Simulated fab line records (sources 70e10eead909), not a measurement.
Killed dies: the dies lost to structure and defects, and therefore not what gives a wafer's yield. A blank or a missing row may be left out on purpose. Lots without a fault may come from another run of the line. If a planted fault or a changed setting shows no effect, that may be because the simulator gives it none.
Problem report, 8D (eight disciplines) form, completed by code	flow nand_harc	the parts of the form that need people (team, actions taken, sign-off) are left out

1. WHAT WENT WRONG
At NHARC_A_ONON_D1_THK_MEAS_27, thk_nm averages 589 nm over 6 wafers from 2 lots, while fault-free wafers read 996 nm, standard deviation 11. Measured from the usual mean, that is -37 standard deviations.
The step: measures by ellipsometry.
Earliest sighting: wafer L871.1 on film_metro-02 at day 11 03:25. At this step, 39 wafers from 13 lots have a number in the record. Rule for "out", or "out of limits": more than 4 standard deviations from the usual mean. Any other wafer with a number is counted as sound.

2. WHAT IT IS, WHAT IT ISN'T
question	is	is not
which readings at this step	thk_nm	-
which lots	L871, L872	L859, L860, L861, L863, L864, L865, L866, L867, L868, L870, L874
which wafers of those lots	all that have a number	-
read on which gauges	film_metro-01, film_metro-02	-
when	from day 11 03:25	up to then (30 sound wafers); but 3 sound wafers of L874 came after

3. WHAT RULES OUT EACH SUSPECT
Counting: a tool at a process step up to the reading stays a suspect if it ran every lot that is out and no sound lot after the first of them.
- ruled out: the gauge at NHARC_A_ONON_D1_THK_MEAS_27. The wafers that are out were read on 2 gauges (film_metro-01, film_metro-02).
- pecvd_onon-01 at NHARC_A_ONON_D1_DEP_25 (target thk 1000 nm): kept. It processed each lot that is out, first L871 at day 11 02:54, and no sound lot thereafter; up to then, the last sound lot it processed was L866 at day 9 23:42.
The count leaves pecvd_onon-01 at NHARC_A_ONON_D1_DEP_25.

4. THE CAUSE (what the simulator had put in)
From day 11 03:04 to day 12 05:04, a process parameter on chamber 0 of pecvd_onon-01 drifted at NHARC_A_ONON_D1_DEP_25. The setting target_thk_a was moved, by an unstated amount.
Counting left only this tool.

5. SEQUENCE OF EFFECTS, ordered by route
Each row: a reading whose mean over the struck wafers that have a number lies more than 3 standard deviations from the usual. Only readings whose record carries a usual standard deviation are examined. hours: median over the lots of the time between each lot's start at the first step of this table that gives one and its start at this step. sigmas: the change, counted in usual standard deviations.
hours	step	reading	usual	on struck wafers	change	sigmas
0	NHARC_A_ONON_D1_THK_MEAS_27	thk_nm	996 nm	589	-407	-37
270	NHARC_END_SORT_01	killed_at_array	27	675	+648	+59
270	NHARC_END_SORT_01	killed_dies	32	677	+645	+59

6. HOW IT WOULD HAVE BEEN CAUGHT EARLIER
Counted from the fault's start at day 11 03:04, it took 0 hours until the first out-of-limits reading at a measuring or inspecting step in this record, taken at day 11 03:25.
Of the tool readings at NHARC_A_ONON_D1_DEP_25 for which the record gives a usual standard deviation, none was out on any struck wafer, so an alarm limit of 4 standard deviations on them would not have fired.
Lots out: 2; all had begun NHARC_A_ONON_D1_DEP_25 on pecvd_onon-01 by day 11 03:25. Had the tool been put on hold then, not one of them would have been saved.
